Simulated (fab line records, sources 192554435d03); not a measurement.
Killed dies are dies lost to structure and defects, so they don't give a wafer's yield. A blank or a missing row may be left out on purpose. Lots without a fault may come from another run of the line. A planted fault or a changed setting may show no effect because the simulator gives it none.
Split-lot experiment | flow n5_finfet | 7 lots, 21 wafers read, on a route of 1938 steps

THE SPLIT
At N5_BEOL_M10_TRENCH_ETCH_37 (etches SiCOH lowk in C4F6/O2, target depth 148.83 nm, time 48 s), the setting bias_w was moved away from the recipe's 185 W on 9 of the 21 wafers read, by -18.0% to +8.9%. The other wafers ran this setting at the recipe's value.

The reading is taken at the split's own step.

THE READING
rf_vpp_V, in V, at N5_BEOL_M10_TRENCH_ETCH_37 (etches SiCOH lowk in C4F6/O2, target depth 148.83 nm, time 48 s). Fault-free wafers of this fab line usually give 666 V, standard deviation 20 V.

wafer  | tool, chamber at the split | bias_w as run, W | against the recipe | rf_vpp_V, V | against lot-mates on the recipe
L078.3 | rie_diel-05, 1             | 185              | recipe             | 678         | -
L078.4 | rie_diel-05, 3             | 175.7            | -5.0%              | 651         | -27
L078.5 | rie_diel-05, 3             | 175.7            | -5.0%              | 652         | -26
L081.2 | rie_diel-01, 1             | 175.8            | -5.0%              | 637         | -36
L081.3 | rie_diel-01, 3             | 185              | recipe             | 661         | -
L081.4 | rie_diel-01, 2             | 185              | recipe             | 685         | -
L083.2 | rie_diel-01, 3             | 185              | recipe             | 661         | -
L083.3 | rie_diel-01, 2             | 185              | recipe             | 684         | -
L083.5 | rie_diel-01, 1             | 185              | recipe             | 665         | -
L087.3 | rie_diel-02, 3             | 201.4            | +8.9%              | 701         | +71
L087.4 | rie_diel-02, 1             | 201.4            | +8.9%              | 733         | +103
L087.5 | rie_diel-02, 0             | 185              | recipe             | 630         | -
L092.1 | rie_diel-02, 3             | 185              | recipe             | 655         | -
L092.3 | rie_diel-02, 1             | 168.7            | -8.8%              | 638         | -17
L092.4 | rie_diel-02, 3             | 168.7            | -8.8%              | 608         | -47
L096.2 | rie_diel-05, 1             | 185              | recipe             | 678         | -
L096.5 | rie_diel-05, 3             | 185              | recipe             | 678         | -
L096.6 | rie_diel-05, 2             | 185              | recipe             | 677         | -
L097.1 | rie_diel-02, 3             | 185              | recipe             | 655         | -
L097.2 | rie_diel-02, 1             | 151.7            | -18.0%             | 585         | -70
L097.6 | rie_diel-02, 0             | 151.7            | -18.0%             | 537         | -118

THE FIT
A straight line over all 21 wafers: rf_vpp_V changes by +5.65 V for each +1% of bias_w; r = +0.92; the points scatter about the line by 17 V.
The same after taking each lot's own level away (the mean of its wafers on the recipe; 21 wafers): +6.06 V for each +1%; r = +0.93; scatter 17 V.
On that fit, the largest move of bias_w shifts the reading by 1.1e+02 V.
The lots' own levels span 630.0 to 678.0 V, that is 2.4 times the standard deviation above.
So the lot-to-lot level changes the slope little: the two slopes agree.
Check: with one of the wafers moved furthest among these (-18.0%) left out of the fit, the line predicts -117 V for it against its lot-mates. It came out at -70 V against them.
Tool readings at the split's step, against how far the setting was moved: rf_vpp_V r = +0.92.

THE FILE'S OWN FIT
rf_vpp_V changes by +5.75 V for each +1% of bias_w, r = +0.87.
